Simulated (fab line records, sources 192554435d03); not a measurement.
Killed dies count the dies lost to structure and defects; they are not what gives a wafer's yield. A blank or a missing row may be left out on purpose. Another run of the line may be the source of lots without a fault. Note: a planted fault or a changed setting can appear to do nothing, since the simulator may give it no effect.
fab line records	flow n5-finfet
[record] lots = 9	wafers = 27	last-day = 18
route steps=1938 shown BEOL_M4@1089 BEOL_M5@1128 PASSIVATION@1936
lots untouched by any fault: they come from a run of this same line in which no faults occurred
start-h: the number of hours between the record's first day and the start of the first shown wafer of the lot	wait-h: hours since the lot's step before	" as in the row above	L1.1+2: several wafers, shown together as one row	- no value, or no start given	* or withheld: withheld	< > ~ a bound
route shown NAME@n: names a module that has steps shown in the file, with the first one's number in the route	usual: average and standard deviation across the fault-free wafers	same: alike in all rows	chamber/n: place in a boat	sites: readings site by site	_std_site: their standard deviation	_edge_site: outer sites' mean less inner sites'	radius-mm: for every site, how far away it sits from the centre of the wafer	mask NAME#n: copy n	behind: the most recent tool/chamber to have shaped the wafer	hold: the reason the lot was held/the length of the hold in hours/how it ended	device: transistor that didn't switch, given as n, p or np	end of line: the route-end tests of the same wafers	step lacking rows: just its recipe	killed: count of dies lost to structure and defects at first sort (not the wafer's yield)	map: the dies of a wafer, with x for killed, . for not killed, _ for no die there
set.NAME: setting as actually run; set.NAME@STEP: the setting as run at that earlier step	model.NAME: the simulator's own value behind a step, which no gauge read
one table for each step of the route and one row for each wafer, over a sample of lots
services: the hour from which a tool's chamber was out of use, counted from the record's first day as start-h (under 0 if before that day), plus the number of hours and why
[[steps]]
[step N5_BEOL_M4_ANNEAL_82]
[recipe] temp-c = 400	time-s = 240	ambient = vacuum
[usual] heater-power-w = 822/66
lot.wafer	tool	chamber	start-h	wait-h	heater-power-w
L992.3	pvd-sputter-01	-	202.48	0.0	717
L992.4	"	-	"	"	696
L992.5	"	-	"	"	690
L991.3	pvd-sputter-02	-	203.78	0.0	859
L991.4	"	-	"	"	844
L991.6	"	-	"	"	879
L994.2	pvd-sputter-03	-	207.81	0.0	805
L994.3	"	-	"	"	814
L994.6	"	-	"	"	776
L995.2	pvd-sputter-03	-	210.84	0.0	882
L995.5	"	-	"	"	901
L995.6	"	-	"	"	817
L999.1	pvd-sputter-03	-	255.47	0.0	901
L999.4	"	-	"	"	812
L999.5	"	-	"	"	901
L100.1	pvd-sputter-01	-	258.70	0.0	718
L100.3	"	-	"	"	730
L100.4	"	-	"	"	826
L105.1	pvd-sputter-01	-	282.43	0.0	706
L105.3	"	-	"	"	840
L105.6	"	-	"	"	735
L108.1	pvd-sputter-03	-	311.84	0.0	887
L108.3	"	-	"	"	802
L108.5	"	-	"	"	873
L109.1	pvd-sputter-01	-	312.23	0.0	874
L109.3	"	-	"	"	861
L109.5	"	-	"	"	839
[step N5_BEOL_M4_SPUTTER_90]
[recipe] material = Cu	target-thk-a = 45	temp-c = -20	chamber-pressure-pa = 0.07	power-w = withheld	time-s = 8.29
[usual] throttle-valve-pct = 29.8/1.1
lot.wafer	tool	chamber	start-h	wait-h	throttle-valve-pct
L992.3	pvd-sputter-01	-	203.06	0.1	29.9
L992.4	"	-	"	"	28.0
L992.5	"	-	"	"	28.0
L991.3	pvd-sputter-02	-	204.36	0.1	29.9
L991.4	"	-	"	"	29.2
L991.6	"	-	"	"	29.4
L994.2	pvd-sputter-03	-	208.39	0.1	29.3
L994.3	"	-	"	"	29.0
L994.6	"	-	"	"	28.8
L995.2	pvd-sputter-03	-	211.42	0.1	28.4
L995.5	"	-	"	"	28.7
L995.6	"	-	"	"	29.2
L999.1	pvd-sputter-03	-	256.05	0.1	28.6
L999.4	"	-	"	"	29.1
L999.5	"	-	"	"	30.9
L100.1	pvd-sputter-01	-	259.28	0.1	29.8
L100.3	"	-	"	"	28.4
L100.4	"	-	"	"	30.6
L105.1	pvd-sputter-01	-	283.01	0.1	28.3
L105.3	"	-	"	"	30.5
L105.6	"	-	"	"	30.1
L108.1	pvd-sputter-03	-	312.42	0.1	31.1
L108.3	"	-	"	"	29.0
L108.5	"	-	"	"	28.4
L109.1	pvd-sputter-01	-	312.81	0.1	31.6
L109.3	"	-	"	"	29.8
L109.5	"	-	"	"	30.2
[step N5_BEOL_M4_ANNEAL_95]
[recipe] temp-c = 400	time-s = 240	ambient = vacuum
[usual] heater-power-w = 822/67
lot.wafer	tool	chamber	start-h	wait-h	heater-power-w
L992.3	pvd-sputter-01	-	203.58	0.0	726
L992.4	"	-	"	"	702
L992.5	"	-	"	"	731
L991.3	pvd-sputter-02	-	204.88	0.0	862
L991.4	"	-	"	"	858
L991.6	"	-	"	"	881
L994.2	pvd-sputter-03	-	208.91	0.0	792
L994.3	"	-	"	"	788
L994.6	"	-	"	"	789
L995.2	pvd-sputter-03	-	211.94	0.0	876
L995.5	"	-	"	"	882
L995.6	"	-	"	"	810
L999.1	pvd-sputter-03	-	256.57	0.0	891
L999.4	"	-	"	"	797
L999.5	"	-	"	"	908
L100.1	pvd-sputter-01	-	259.80	0.0	718
L100.3	"	-	"	"	718
L100.4	"	-	"	"	845
L105.1	pvd-sputter-01	-	283.53	0.0	718
L105.3	"	-	"	"	866
L105.6	"	-	"	"	730
L108.1	pvd-sputter-03	-	312.94	0.0	872
L108.3	"	-	"	"	777
L108.5	"	-	"	"	902
L109.1	pvd-sputter-01	-	313.33	0.0	900
L109.3	"	-	"	"	848
L109.5	"	-	"	"	848
[step N5_BEOL_M4_DEP_57]
[recipe] material = SiCN	target-thk-a = 80	temp-c = withheld	precursor = 3MS/NH3	pressure-torr = 3	rf-w = 202	time-s = 14
[usual] chamber-pressure-Torr = 2.999/0.0064	showerhead-plenum-p-Torr = 3.674/0.014	throttle-valve-pct = 8.8/0.5
lot.wafer	tool	chamber	start-h	wait-h	chamber-pressure-Torr	showerhead-plenum-p-Torr	throttle-valve-pct
L992.3	pecvd-01	2	204.72	0.0	3.001	3.693	7.8
L992.4	"	0	"	"	3.002	3.684	8.8
L992.5	"	2	"	"	3.001	3.693	8.2
L991.3	pecvd-04	0	206.04	0.0	2.985	3.675	8.5
L991.4	"	1	"	"	3.015	3.670	8.8
L991.6	"	0	"	"	3.005	3.665	8.5
L994.2	pecvd-01	2	210.03	0.0	3.002	3.697	7.8
L994.3	"	0	"	"	3.001	3.681	8.9
L994.6	"	0	"	"	2.999	3.680	8.5
L995.2	pecvd-01	1	213.06	0.0	3.013	3.668	9.0
L995.5	"	0	"	"	2.997	3.683	8.8
L995.6	"	1	"	"	3.013	3.670	9.3
L999.1	pecvd-01	1	257.69	0.0	3.001	3.670	8.9
L999.4	"	0	"	"	2.995	3.678	8.8
L999.5	"	1	"	"	3.007	3.664	9.0
L100.1	pecvd-01	0	260.92	0.0	2.997	3.684	8.7
L100.3	"	2	"	"	2.995	3.696	8.3
L100.4	"	1	"	"	3.011	3.674	9.0
L105.1	pecvd-03	2	284.67	0.0	3.001	3.690	9.1
L105.3	"	1	"	"	2.996	3.653	9.7
L105.6	"	1	"	"	3.003	3.665	9.6
L108.1	pecvd-03	0	314.08	0.0	2.995	3.665	8.8
L108.3	"	2	"	"	3.008	3.687	9.3
L108.5	"	0	"	"	2.996	3.654	8.6
L109.1	pecvd-03	2	314.46	0.0	2.999	3.690	9.5
L109.3	"	1	"	"	2.994	3.645	9.7
L109.5	"	0	"	"	3.001	3.665	8.5
[step N5_BEOL_M4_INSPECT_59]
[recipe] inspect-instrument = darkfield	mode = post-dep
[usual] raw-defect-count = 66/23
lot.wafer	tool	chamber	start-h	wait-h	raw-defect-count
L992.3	defect-inspect-01	-	204.81	0.0	32
L992.4	"	-	"	"	47
L992.5	"	-	"	"	43
L991.3	defect-inspect-02	-	206.14	0.0	56
L991.4	"	-	"	"	31
L991.6	"	-	"	"	46
L994.2	defect-inspect-02	-	210.13	0.0	51
L994.3	"	-	"	"	36
L994.6	"	-	"	"	50
L995.2	defect-inspect-02	-	213.16	0.0	46
L995.5	"	-	"	"	45
L995.6	"	-	"	"	56
L999.1	defect-inspect-02	-	257.79	0.0	75
L999.4	"	-	"	"	711
L999.5	"	-	"	"	62
L100.1	defect-inspect-02	-	261.02	0.0	771
L100.3	"	-	"	"	64
L100.4	"	-	"	"	52
L105.1	defect-inspect-02	-	284.76	0.0	74
L105.3	"	-	"	"	54
L105.6	"	-	"	"	83
L108.1	defect-inspect-02	-	314.17	0.0	78
L108.3	"	-	"	"	84
L108.5	"	-	"	"	58
L109.1	defect-inspect-02	-	314.55	0.0	74
L109.3	"	-	"	"	51
L109.5	"	-	"	"	47
[step N5_BEOL_M4_RC_MEAS_101]
[usual] DIBL_N = 35.8/1.6	DIBL_P = 36.0/1.9	IOFF_N = 0.151/0.029	IOFF_P = 0.21/0.037	ION_N = 673/12	ION_P = 463/7.3	SS_N = 71.5/0.58	SS_P = 73.2/0.61	VT_N = 251/3.3	VT_P = -250/3.3
lot.wafer	tool	chamber	start-h	wait-h	DIBL_N[mV/V]	DIBL_P[mV/V]	IOFF_N[nA/um]	IOFF_P[nA/um]	ION_N[uA/um]	ION_P[uA/um]	SS_N[mV/dec]	SS_P[mV/dec]	VT_N[mV]	VT_P[mV]
L992.3	prober-02	0	205.15	0.3	36.1	36.8	0.167	0.26	682	469	71.8	73.0	248	-249
L992.4	"	0	"	"	37.2	37.7	0.183	0.29	678	469	71.8	73.2	248	-244
L992.5	"	0	"	"	37.6	38.2	0.205	0.31	691	478	72.7	73.7	246	-241
L991.3	prober-01	0	206.47	0.3	34.5	34.6	0.125	0.16	674	456	70.6	73.4	254	-256
L991.4	"	0	"	"	35.4	34.6	0.136	0.17	672	459	71.2	72.7	253	-255
L991.6	"	0	"	"	36.9	37.2	0.161	0.20	676	455	71.5	73.4	252	-249
L994.2	prober-01	0	210.31	0.2	34.8	32.8	0.112	0.14	664	453	71.5	72.6	255	-257
L994.3	"	0	"	"	35.8	35.3	0.133	0.17	668	461	71.8	73.1	252	-252
L994.6	"	0	"	"	34.7	34.9	0.124	0.18	657	453	71.6	72.9	251	-252
L995.2	prober-02	0	213.34	0.2	34.8	35.5	0.154	0.22	681	478	71.6	72.6	254	-247
L995.5	"	0	"	"	34.7	36.2	0.152	0.24	685	478	71.5	72.9	253	-244
L995.6	"	0	"	"	35.2	35.7	0.161	0.23	672	460	72.5	73.2	250	-245
L999.1	prober-02	0	257.81	0.0	35.3	37.5	0.143	0.23	660	466	70.9	73.9	253	-247
L999.4	"	0	"	"	34.6	36.7	0.137	0.21	670	467	71.1	72.3	250	-250
L999.5	"	0	"	"	37.0	39.5	0.182	0.26	686	472	72.6	73.8	250	-247
L100.1	prober-02	0	261.04	0.0	38.4	38.4	0.191	0.24	689	473	71.1	73.7	247	-250
L100.3	"	0	"	"	37.6	36.6	0.158	0.20	674	455	71.8	73.1	251	-252
L100.4	"	0	"	"	35.3	34.5	0.130	0.18	651	448	71.3	73.1	252	-252
L105.1	prober-02	0	284.78	0.0	35.8	36.4	0.151	0.23	665	460	71.4	72.8	251	-247
L105.3	"	0	"	"	33.0	32.9	0.107	0.17	649	454	70.8	72.0	252	-252
L105.6	"	0	"	"	35.1	35.1	0.144	0.21	672	461	71.1	73.1	252	-250
L108.1	prober-02	0	314.20	0.0	38.5	38.6	0.170	0.23	670	464	72.0	73.9	251	-251
L108.3	"	0	"	"	35.4	35.1	0.135	0.19	671	456	71.2	72.6	250	-253
L108.5	"	0	"	"	36.8	37.2	0.166	0.22	679	461	71.5	73.7	250	-249
L109.1	prober-01	0	314.57	0.0	34.7	35.1	0.136	0.19	671	457	70.9	72.2	252	-252
L109.3	"	0	"	"	35.3	36.0	0.142	0.21	664	459	71.9	73.1	252	-251
L109.5	"	0	"	"	34.8	35.4	0.128	0.20	660	456	71.4	72.6	254	-253
[step N5_BEOL_M5_INSPECT_13]
[recipe] mode = adi	inspect-instrument = brightfield
[usual] raw-defect-count = 407/90
lot.wafer	tool	chamber	start-h	wait-h	raw-defect-count
L992.3	defect-inspect-01	-	207.00	0.0	307
L992.4	"	-	"	"	544
L992.5	"	-	"	"	355
L991.3	defect-inspect-02	-	209.88	0.0	323
L991.4	"	-	"	"	241
L991.6	"	-	"	"	376
L994.2	defect-inspect-01	-	213.48	0.0	514
L994.3	"	-	"	"	591
L994.6	"	-	"	"	504
L995.2	defect-inspect-01	-	215.96	0.0	274
L995.5	"	-	"	"	239
L995.6	"	-	"	"	319
L999.1	defect-inspect-01	-	261.54	0.1	469
L999.4	"	-	"	"	1102
L999.5	"	-	"	"	361
L100.1	defect-inspect-01	-	263.69	0.1	1227
L100.3	"	-	"	"	613
L100.4	"	-	"	"	488
L105.1	defect-inspect-01	-	290.31	0.1	339
L105.3	"	-	"	"	399
L105.6	"	-	"	"	432
L108.1	defect-inspect-02	-	317.95	0.1	467
L108.3	"	-	"	"	546
L108.5	"	-	"	"	463
L109.1	defect-inspect-02	-	318.17	0.1	395
L109.3	"	-	"	"	361
L109.5	"	-	"	"	277
[step N5_BEOL_M5_INSPECT_30]
[recipe] mode = adi	inspect-instrument = brightfield
[usual] raw-defect-count = 407/89
lot.wafer	tool	chamber	start-h	wait-h	raw-defect-count
L992.3	defect-inspect-02	-	208.66	0.0	274
L992.4	"	-	"	"	494
L992.5	"	-	"	"	336
L991.3	defect-inspect-01	-	214.25	0.0	353
L991.4	"	-	"	"	291
L991.6	"	-	"	"	394
L994.2	defect-inspect-02	-	215.51	0.0	482
L994.3	"	-	"	"	542
L994.6	"	-	"	"	444
L995.2	defect-inspect-01	-	220.59	0.0	286
L995.5	"	-	"	"	255
L995.6	"	-	"	"	319
L100.1	defect-inspect-01	-	265.00	0.1	1215
L100.3	"	-	"	"	604
L100.4	"	-	"	"	515
L999.1	defect-inspect-01	-	265.05	0.1	485
L999.4	"	-	"	"	1082
L999.5	"	-	"	"	370
L105.1	defect-inspect-01	-	291.85	0.1	332
L105.3	"	-	"	"	411
L105.6	"	-	"	"	462
L108.1	defect-inspect-02	-	319.45	0.1	448
L108.3	"	-	"	"	543
L108.5	"	-	"	"	457
L109.1	defect-inspect-02	-	319.55	0.1	404
L109.3	"	-	"	"	378
L109.5	"	-	"	"	285
[step N5_PASSIVATION_PROBE_49]
[usual] defect-limited-yield = 90.9/1.4	killed_at_M0_to_M3 = 37/12	killed_at_M4_up = 14/5.3	killed-at-contacts = 12/6.2	killed-at-front-end = 41/11	killed-at-other = 3.7/2.9	killed-dies = 107/17	killed-on-rim = 14/4.4	killed-open = 71/12	killed-short = 34/7.9	sort_bin_5_function = 5.3/0.95	sort_bin_6_memory = 3.4/0.7	sort_bin_8_speed = 0.00/0.0099	sort-n-pass = 1073/17	sort-yield-pct = 90.9/1.5
[same] gross-dies = 1180	killed-at-back-side = 0	sort_bin_4_leakage[%] = 0
lot.wafer	tool	chamber	start-h	wait-h	defect-limited-yield[%]	killed_at_M0_to_M3	killed_at_M4_up	killed-at-contacts	killed-at-front-end	killed-at-other	killed-dies	killed-on-rim	killed-open	killed-short	sort_bin_5_function[%]	sort_bin_6_memory[%]	sort_bin_8_speed[%]	sort-n-pass	sort-yield-pct[%]
L992.3	prober-01	-	310.99	0.1	91.1	51	10	9	31	4	105	18	74	31	5.5	3.3	0	1075	91.1
L992.4	prober-01	-	311.04	0.2	92.2	25	16	17	32	2	92	13	65	27	4.4	3.1	0	1088	92.2
L992.5	prober-01	-	311.09	0.2	90.9	40	19	12	35	1	107	13	75	32	6.0	2.5	0	1073	90.9
L991.3	prober-01	-	313.30	0.1	88.7	44	10	10	65	4	133	17	84	45	6.3	4.2	0	1047	88.7
L991.4	prober-01	-	313.35	0.2	93.0	20	12	15	35	1	83	18	49	30	4.2	2.1	0	1097	93.0
L991.6	prober-01	-	313.45	0.3	92.4	29	6	16	38	1	90	13	55	33	4.9	2.6	0	1090	92.4
L995.2	prober-02	-	317.48	0.1	91.1	47	13	21	23	1	105	16	73	28	4.2	4.2	0	1075	91.1
L995.5	prober-02	-	317.63	0.2	90.8	46	10	13	36	3	108	10	74	31	4.7	4.1	0	1072	90.8
L995.6	prober-02	-	317.68	0.3	92.7	32	11	6	37	0	86	13	59	22	4.2	2.6	0	1094	92.7
L994.2	prober-02	-	325.09	0.1	91.9	37	8	3	48	0	96	9	58	36	4.4	3.5	0	1084	91.9
L994.3	prober-02	-	325.14	0.1	91.0	25	13	21	43	4	106	17	67	35	5.5	3.1	0	1074	91.0
L994.6	prober-02	-	325.29	0.3	90.2	34	19	8	54	1	116	16	71	42	6.3	3.1	0	1064	90.2
L100.1	prober-02	-	366.66	0.0	84.6	55	81	15	29	2	182	30	80	32	9.7	4.1	0	998	84.6
L100.3	prober-02	-	366.76	0.1	91.4	49	16	8	27	2	102	11	69	33	4.9	3.6	0	1078	91.4
L100.4	prober-02	-	366.81	0.2	91.3	61	19	7	16	0	103	8	77	26	4.9	3.6	0	1077	91.3
L999.1	prober-01	-	369.45	0.4	89.9	18	18	9	68	6	119	20	78	36	6.4	3.2	0.08	1061	89.9
L999.4	prober-01	-	369.60	0.6	85.8	27	92	3	38	8	168	31	59	26	7.9	4.2	0	1012	85.8
L999.5	prober-01	-	369.65	0.6	93.2	26	20	4	28	2	80	11	60	16	3.3	3.0	0	1100	93.2
L105.1	prober-02	-	395.21	0.0	89.6	39	14	22	43	5	123	20	92	31	6.6	3.5	0	1057	89.6
L105.3	prober-02	-	395.31	0.1	88.4	44	21	22	48	2	137	16	92	43	7.0	4.2	0	1043	88.4
L105.6	prober-02	-	395.46	0.3	90.1	37	20	19	40	1	117	21	77	36	6.2	3.2	0	1063	90.1
L108.1	prober-02	-	419.72	0.0	89.6	45	9	11	54	4	123	12	79	37	5.8	3.6	0	1057	89.6
L108.3	prober-02	-	419.82	0.1	92.5	29	10	9	38	2	88	14	59	29	4.7	2.5	0	1092	92.5
L108.5	prober-02	-	419.92	0.2	92.4	26	7	9	40	8	90	11	60	24	3.8	3.3	0	1090	92.4
L109.1	prober-02	-	426.06	0.0	89.5	38	18	7	58	3	124	17	86	35	5.3	4.9	0	1056	89.5
L109.3	prober-02	-	426.16	0.1	91.9	27	16	5	43	4	95	12	55	40	4.7	2.8	0	1085	91.9
L109.5	prober-02	-	426.26	0.2	89.7	41	19	11	49	2	122	13	73	47	5.8	4.2	0	1058	89.7
// killed by level:class
L992.3 BEOL_M0_SAQP:geometric-particle:open=16 BEOL_M0_SAQP:geometric-particle:short=12 STI_FIN_REVEAL:geometric-particle:open=9 BEOL_M1:geometric-particle:open=8 MOL_CONTACT_COAG:geometric-particle:open=7 BEOL_M3:geometric-particle:open=6 BEOL_M2:geometric-particle:open=5 FIN_SAQP:geometric-particle:short=4
L992.4 MOL_CONTACT_COAG:geometric-particle:open=12 STI_FIN_REVEAL:geometric-particle:open=7 BEOL_M0_SAQP:geometric-particle:short=7 BEOL_M0_SAQP:geometric-particle:open=7 BEOL_M4:geometric-particle:open=7 FIN_SAQP:geometric-particle:open=5 FIN_SAQP:geometric-particle:short=5 MOL_CONTACT_COAG:geometric-particle:short=5
L992.5 BEOL_M0_SAQP:geometric-particle:short=11 FIN_SAQP:geometric-particle:open=9 MOL_CONTACT_COAG:geometric-particle:open=9 BEOL_M2:geometric-particle:open=9 BEOL_M0_SAQP:geometric-particle:open=7 BEOL_M1:geometric-particle:open=7 BEOL_M4:geometric-particle:open=7 DUMMY_GATE:geometric-particle:open=5
L991.3 STI_FIN_REVEAL:geometric-particle:open=26 BEOL_M0_SAQP:geometric-particle:short=10 MOL_CONTACT_COAG:geometric-particle:open=9 BEOL_M0_SAQP:geometric-particle:open=8 BEOL_M1:geometric-particle:open=8 FIN_SAQP:geometric-particle:open=5 STI_FIN_REVEAL:geometric-particle:short=5 DUMMY_GATE:geometric-particle:open=5
L991.4 MOL_CONTACT_COAG:geometric-particle:open=11 STI_FIN_REVEAL:geometric-particle:open=7 BEOL_M0_SAQP:geometric-particle:short=7 BEOL_M0_SAQP:geometric-particle:open=6 DUMMY_GATE:geometric-particle:open=5 BEOL_M5:geometric-particle:open=5 MOL_CONTACT_COAG:geometric-particle:short=4 HKMG_FIN:area-etch=4
L991.6 MOL_CONTACT_COAG:geometric-particle:open=13 BEOL_M1:geometric-particle:open=13 STI_FIN_REVEAL:geometric-particle:open=10 GATE_CUT:geometric-particle:short=6 BEOL_M0_SAQP:geometric-particle:short=5 BEOL_M1:geometric-particle:short=5 BEOL_M0_SAQP:geometric-particle:open=4 STARTING-WAFER:geometric-particle:open=4
L995.2 MOL_CONTACT_COAG:geometric-particle:open=17 BEOL_M3:geometric-particle:open=12 BEOL_M2:geometric-particle:open=9 DUMMY_GATE:geometric-particle:open=7 BEOL_M0_SAQP:geometric-particle:short=6 BEOL_M0_SAQP:geometric-particle:open=6 BEOL_M5:geometric-particle:open=5 BEOL_M1:geometric-particle:short=5
L995.5 BEOL_M0_SAQP:geometric-particle:open=13 BEOL_M3:geometric-particle:open=13 STI_FIN_REVEAL:geometric-particle:open=11 MOL_CONTACT_COAG:geometric-particle:open=9 FIN_SAQP:geometric-particle:short=5 DUMMY_GATE:geometric-particle:short=5 BEOL_M1:geometric-particle:short=5 FIN_SAQP:geometric-particle:open=4
L995.6 BEOL_M2:geometric-particle:open=10 STI_FIN_REVEAL:geometric-particle:open=6 BEOL_M0_SAQP:geometric-particle:open=6 BEOL_M3:geometric-particle:open=6 GATE_CUT:geometric-particle:open=5 MOL_CONTACT_COAG:geometric-particle:open=5 STARTING-WAFER:geometric-particle:short=5 DUMMY_GATE:geometric-particle:open=4
L994.2 FIN_SAQP:geometric-particle:open=18 BEOL_M0_SAQP:geometric-particle:short=12 BEOL_M2:geometric-particle:open=10 STI_FIN_REVEAL:geometric-particle:open=8 BEOL_M0_SAQP:geometric-particle:open=7 GATE_CUT:geometric-particle:short=4 STARTING-WAFER:geometric-particle:short=4 FIN_SAQP:geometric-particle:short=3
L994.3 FIN_SAQP:geometric-particle:short=16 MOL_CONTACT_COAG:geometric-particle:open=16 FIN_SAQP:geometric-particle:open=14 BEOL_M2:geometric-particle:open=7 BEOL_M0_SAQP:geometric-particle:open=6 BEOL_M0_SAQP:geometric-particle:short=6 STI_FIN_REVEAL:geometric-particle:open=5 MOL_CONTACT_COAG:geometric-particle:short=4
L994.6 FIN_SAQP:geometric-particle:open=12 FIN_SAQP:geometric-particle:short=12 STI_FIN_REVEAL:geometric-particle:open=10 BEOL_M0_SAQP:geometric-particle:short=9 MOL_CONTACT_COAG:geometric-particle:open=6 BEOL_M3:geometric-particle:open=6 BEOL_M0_SAQP:geometric-particle:open=5 BEOL_M2:geometric-particle:open=5
L100.1 BEOL_M4:unspecified=69 MOL_CONTACT_COAG:geometric-particle:open=14 BEOL_M0:geometric-particle:open=11 BEOL_M0_SAQP:geometric-particle:short=9 BEOL_M2:geometric-particle:open=7 BEOL_M0_SAQP:geometric-particle:open=7 BEOL_M1:geometric-particle:open=7 FIN_SAQP:geometric-particle:open=5
L100.3 BEOL_M2:geometric-particle:open=11 BEOL_M4:geometric-particle:open=9 BEOL_M0:geometric-particle:open=7 STI_FIN_REVEAL:geometric-particle:open=6 GATE_CUT:geometric-particle:open=6 BEOL_M0_SAQP:geometric-particle:short=6 MOL_CONTACT_COAG:geometric-particle:open=5 BEOL_M1:geometric-particle:short=5
L100.4 BEOL_M1:geometric-particle:open=14 BEOL_M0_SAQP:geometric-particle:open=13 BEOL_M2:geometric-particle:open=10 MOL_CONTACT_COAG:geometric-particle:open=7 BEOL_M0:geometric-particle:open=6 BEOL_M4:geometric-particle:open=6 BEOL_M3:geometric-particle:open=5 BEOL_M6:geometric-particle:open=4
L999.1 STI_FIN_REVEAL:geometric-particle:open=14 FIN_SAQP:geometric-particle:short=13 FIN_SAQP:geometric-particle:open=8 DUMMY_GATE:geometric-particle:open=8 STARTING-WAFER:geometric-particle:open=8 BEOL_M4:geometric-particle:open=5 MOL_CONTACT_COAG:geometric-particle:open=5 BEOL_M1:geometric-particle:open=5
L999.4 BEOL_M4:unspecified=81 BEOL_M2:geometric-particle:open=15 FIN_SAQP:geometric-particle:open=11 STI_FIN_REVEAL:geometric-particle:open=6 BEOL_M4:geometric-particle:open=6 ILD0:geometric-particle:open=5 BEOL_M1:geometric-particle:open=5 FIN_SAQP:geometric-particle:short=4
L999.5 BEOL_M4:geometric-particle:open=12 FIN_SAQP:geometric-particle:open=9 STI_FIN_REVEAL:geometric-particle:open=7 BEOL_M2:geometric-particle:open=7 BEOL_M3:geometric-particle:open=5 MOL_CONTACT_COAG:geometric-particle:open=4 BEOL_M0_SAQP:geometric-particle:open=3 BEOL_M1:geometric-particle:open=3
L105.1 STI_FIN_REVEAL:geometric-particle:open=21 MOL_CONTACT_COAG:geometric-particle:open=19 BEOL_M0_SAQP:geometric-particle:open=11 BEOL_M2:geometric-particle:open=8 FIN_SAQP:geometric-particle:open=7 BEOL_M4:geometric-particle:open=7 BEOL_M3:geometric-particle:open=6 STI_FIN_REVEAL:geometric-particle:short=4
L105.3 STI_FIN_REVEAL:geometric-particle:open=20 MOL_CONTACT_COAG:geometric-particle:open=19 BEOL_M0_SAQP:geometric-particle:short=9 BEOL_M0_SAQP:geometric-particle:open=9 BEOL_M1:geometric-particle:open=9 BEOL_M4:geometric-particle:open=9 BEOL_M4:geometric-particle:short=9 FIN_SAQP:geometric-particle:short=7
L105.6 FIN_SAQP:geometric-particle:open=14 MOL_CONTACT_COAG:geometric-particle:open=14 BEOL_M4:geometric-particle:open=11 BEOL_M0_SAQP:geometric-particle:open=8 BEOL_M2:geometric-particle:open=8 BEOL_M2:geometric-particle:short=6 BEOL_M0_SAQP:geometric-particle:short=6 STI_FIN_REVEAL:geometric-particle:open=5
L108.1 BEOL_M1:geometric-particle:open=16 STI_FIN_REVEAL:geometric-particle:open=10 MOL_CONTACT_COAG:geometric-particle:open=10 GATE_CUT:geometric-particle:short=8 BEOL_M3:geometric-particle:open=8 FIN_SAQP:geometric-particle:short=7 FIN_SAQP:geometric-particle:open=6 DUMMY_GATE:geometric-particle:open=6
L108.3 BEOL_M1:geometric-particle:open=15 GATE_CUT:geometric-particle:short=10 BEOL_M5:geometric-particle:open=9 MOL_CONTACT_COAG:geometric-particle:open=8 STARTING-WAFER:geometric-particle:open=6 STI_FIN_REVEAL:geometric-particle:open=5 FIN_SAQP:geometric-particle:short=4 STI_FIN_REVEAL:geometric-particle:short=4
L108.5 BEOL_M1:geometric-particle:open=11 STI_FIN_REVEAL:geometric-particle:open=9 DUMMY_GATE:geometric-particle:open=5 MOL_CONTACT_COAG:geometric-particle:open=5 HKMG_FIN:area-etch=5 GATE_CUT:geometric-particle:short=4 MOL_CONTACT_COAG:geometric-particle:short=4 BEOL_M2:geometric-particle:open=4
L109.1 FIN_SAQP:geometric-particle:open=16 FIN_SAQP:geometric-particle:short=13 BEOL_M0_SAQP:geometric-particle:open=9 BEOL_M0_SAQP:geometric-particle:short=8 BEOL_M2:geometric-particle:open=7 BEOL_M3:geometric-particle:open=7 BEOL_M4:geometric-particle:open=7 MOL_CONTACT_COAG:geometric-particle:open=6
L109.3 FIN_SAQP:geometric-particle:short=9 BEOL_M4:geometric-particle:open=8 FIN_SAQP:geometric-particle:open=7 BEOL_M0_SAQP:geometric-particle:short=7 BEOL_M0_SAQP:geometric-particle:open=6 STI_FIN_REVEAL:geometric-particle:open=5 GATE_CUT:geometric-particle:short=5 BEOL_M2:geometric-particle:open=4
L109.5 BEOL_M0_SAQP:geometric-particle:short=15 DUMMY_GATE:geometric-particle:open=11 MOL_CONTACT_COAG:geometric-particle:open=10 BEOL_M4:geometric-particle:open=10 GATE_CUT:geometric-particle:short=9 BEOL_M3:geometric-particle:open=8 BEOL_M0_SAQP:geometric-particle:open=8 FIN_SAQP:geometric-particle:short=7
[[services]]
tool	chamber	start-h	hours	kind
pecvd-03	0	186.08	5.0	scheduled-down
pecvd-04	2	202.38	-	clean
pecvd-04	2	202.38	-	consumable-replace:showerhead
pecvd-04	2	202.38	29.0	scheduled-down
pecvd-04	2	202.38	29.0	vent-cycle
pecvd-03	0	227.38	25.5	repair
pvd-sputter-01	-	231.67	2.2	repair
pvd-sputter-01	-	236.50	2.7	repair
pecvd-01	0	239.72	2.1	scheduled-down
pecvd-01	-	262.81	2.8	pm
pecvd-03	0	292.95	5.5	scheduled-down
pecvd-04	1	297.75	48.4	repair
pecvd-04	0	304.09	2.1	scheduled-down
[[key]]
[first-sign] step = N5_BEOL_M4_INSPECT_59	reading = raw-defect-count	direction = up	sigmas = 30	usual = 66	struck = 741
[effect] step = N5_BEOL_M5_INSPECT_13	reading = raw-defect-count	direction = up	sigmas = 8.4	usual = 407	struck = 1164
[effect] step = N5_BEOL_M5_INSPECT_30	reading = raw-defect-count	direction = up	sigmas = 8.4	usual = 407	struck = 1148
[effect] step = N5_PASSIVATION_PROBE_49	reading = killed_at_M4_up	direction = up	sigmas = 14	usual = 14	struck = 86
[more-kills-born-at] N5_BEOL_M4_DEP_57@pecvd-01 = 150
met-at N5_BEOL_M4_DEP_57
struck-lots L999,L100
struck-wafers L999.4,L100.1
not-acting-at N5_BEOL_M4_ANNEAL_82,N5_BEOL_M4_SPUTTER_90,N5_BEOL_M4_ANNEAL_95
onset-between 213.06 257.69
[fault] kind = chamber-particle-source	tool = pecvd-01	chamber = 0	onset-h = 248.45	steps = N5_BEOL_M4_DEP_57	rate-per-visit-cm2 = 1.0716	end-h = 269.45
